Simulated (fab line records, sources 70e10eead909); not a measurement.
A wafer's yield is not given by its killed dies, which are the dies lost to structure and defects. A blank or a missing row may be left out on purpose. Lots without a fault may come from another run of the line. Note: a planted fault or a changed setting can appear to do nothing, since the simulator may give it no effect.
Struck lot and sound lot, side by side | flow nand-harc | 18 steps out of a route of 1302
Sound: wafers L322.1, L322.2, L322.5. Struck: wafers L309.2, L309.3, L309.6. The cause comes at the end.
For every step that has rows: the tool of each side, followed by ch and its chambers, followed by its first start. Under that, the readings that differ: sound wafers | struck wafers | difference of the means | sigmas: that difference in standard deviations of wafers without a fault.
alike: readings with means less than 2 such deviations apart, plus words and numbers identical on both sides. not compared: withheld readings, readings lacking a value on some wafer, bounds such as >300 that could conceal the same value, and numbers that have no deviation in the record and whose values overlap.
Wherever a step has rows on one side only, a row that says differs or no value, or a row with sigmas, the two part there. Numbers that have no deviation but don't overlap get no sigmas and don't part them. A reading that every wafer of one side lacks parts them only if that side has two wafers or more.

NHARC_P_ZERO_WELL_CD_MEAS_37: the cd target is 720 nm.
  sound on cd-sem-02 ch 0, day 8 06:08; struck on cd-sem-03 ch 0, day 2 20:11
  alike: cd-nm
then, 1 step without rows for these wafers: NHARC_P_ZERO_WELL_HARDBAKE_38 (time 80 s).
NHARC_P_ZERO_WELL_DESCUM_39: chemistry O2, time 3 s.
  sound on rie-diel-11 ch 1,3, day 8 06:18; struck on rie-diel-11 ch 0,2,3, day 2 20:22
  alike: drypump-motor-current-A, oes-product-au, rf-vpp-V, showerhead-plenum-p-Torr, throttle-valve-pct
  not compared: rf-hours-counter-h
then, 9 steps without rows for these wafers: NHARC_P_ZERO_WELL_IMPLANT_40; NHARC_P_ZERO_WELL_IMPLANT_59; NHARC_P_ZERO_WELL_IMPLANT_60; NHARC_P_ZERO_WELL_STRIP_41 (strips in SPM, time 840 s); NHARC_P_ZERO_WELL_DEHYDRATE_44 (time 120 s); NHARC_P_ZERO_WELL_HMDS_45 (time 30 s); NHARC_P_ZERO_WELL_COAT_46; NHARC_P_ZERO_WELL_SOFTBAKE_47 (time 95 s); NHARC_P_ZERO_WELL_EBR_48.
NHARC_P_ZERO_WELL_EXPOSE_49: exposes mask P HVPW, target cd 2000 nm.
  sound on krf-scanner-01 ch 0, day 8 07:31; struck on krf-scanner-02 ch 0, day 2 21:40
  reading | sound                      | struck                        | difference | sigmas
  mask    | P_HVPW#0 P_HVPW#0 P_HVPW#0 | P_NWELL#0 P_NWELL#0 P_NWELL#0 | differs    |
  alike: reticle-temp-C, stage-vel-mm-s
then, 2 steps without rows for these wafers: NHARC_P_ZERO_WELL_PEB_50 (peb time 85 s); NHARC_P_ZERO_WELL_DEVELOP_51 (time 70 s).
NHARC_P_ZERO_WELL_CD_MEAS_52: the cd target is 2000 nm.
  sound on cd-sem-01 ch 0, day 8 07:40; struck on cd-sem-02 ch 0, day 2 21:49
  reading    | sound                | struck | difference                    | sigmas
  cd-nm (nm) | 2001.4 2002.4 1996.5 | - - -  | no value on the struck wafers |
then, 1 step without rows for these wafers: NHARC_P_ZERO_WELL_HARDBAKE_53 (time 80 s).
-- record jumps: 23 days between struck wafers' starts before vs after; left off in module P_ZERO_WELL, resumes in module END, first step shown is number 1302 of the route --
NHARC_END_SORT_01:
  sound on prober-01 ch 0, day 31 18:34; struck on prober-01 ch 0, day 25 17:44
  reading             | sound    | struck                                                               | difference                   | sigmas
  hold                | - - -    | await-dispo/1.6h/scrap await-dispo/1.6h/scrap await-dispo/1.6h/scrap | no value on the sound wafers |
  killed-at-periphery | 8 2 2    | 621 623 617                                                          | +616                         | +99 or more
  killed-dies         | 53 52 54 | 677 677 677                                                          | +624                         | +33
  alike: killed-at-array, killed-at-other, killed-open, killed-short

== WHERE THEY PART ==
Last at NHARC_END_SORT_01 as far as this record goes, first at NHARC_P_ZERO_WELL_EXPOSE_49.

WHY: what had been put in by the simulator
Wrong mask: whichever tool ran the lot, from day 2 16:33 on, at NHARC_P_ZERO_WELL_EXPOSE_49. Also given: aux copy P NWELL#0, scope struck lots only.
